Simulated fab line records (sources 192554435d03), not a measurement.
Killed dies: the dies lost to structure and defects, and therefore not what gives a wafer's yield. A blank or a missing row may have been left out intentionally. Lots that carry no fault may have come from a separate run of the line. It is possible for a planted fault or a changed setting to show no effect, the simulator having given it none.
Matching of chambers -- flow n5_finfet -- cvd_co-01 running N5_BEOL_M0_PRE_CLEAN_131: 3 sister chambers
The step time 15 s. 16 wafers are shown with their chamber, then 8 later ones without.

WAFERS WITH THEIR CHAMBER
wafer,chamber,heater_power_w (W)
L079.3,0,64
L079.4,0,63
L079.5,2,117
L082.1,0,63
L082.4,0,64
L082.5,1,67
L084.1,0,65
L084.2,1,65
L084.4,2,118
L085.1,1,67
L085.2,0,64
L085.6,1,66
L085.3,0,65
L085.4,1,67
L085.5,0,64
L087.2,0,63

SIGNATURES, as means of the wafers listed above
reading,chamber 0,chamber 1,chamber 2,scatter within a chamber
heater_power_w,63.89,66.40,117.50,0.813
Rule: for a wafer and a chamber, the distance is found by dividing, reading by reading, the gap between the wafer's reading and the chamber's mean by the reading's scatter, squaring, summing and taking the root. If the next closest chamber is less than 2 further off than the closest, the wafer can't be placed; otherwise it belongs to the closest. How the scatter is found: for the shown wafers, subtract from each reading the mean of its chamber, square and add these, divide the total by (wafers less chambers), then take the root.

WAFERS WHOSE CHAMBER IS MISSING
wafer,heater_power_w (W)
L087.4,66
L087.5,67
L091.3,65
L091.4,67
L091.5,65
L096.3,65
L096.5,68
L096.6,118

WHICH CHAMBER EACH WENT THROUGH
wafer,from the rows above,in truth
L087.4,1,1
L087.5,1,1
L091.3,can't be placed: 0 or 1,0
L091.4,1,1
L091.5,can't be placed: 0 or 1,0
L096.3,can't be placed: 0 or 1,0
L096.5,1,1
L096.6,2,2
Placed correctly: 5 of 8. Not placeable from these rows: 3 (in 3, the candidates include the true chamber). Number placed wrongly: 0.
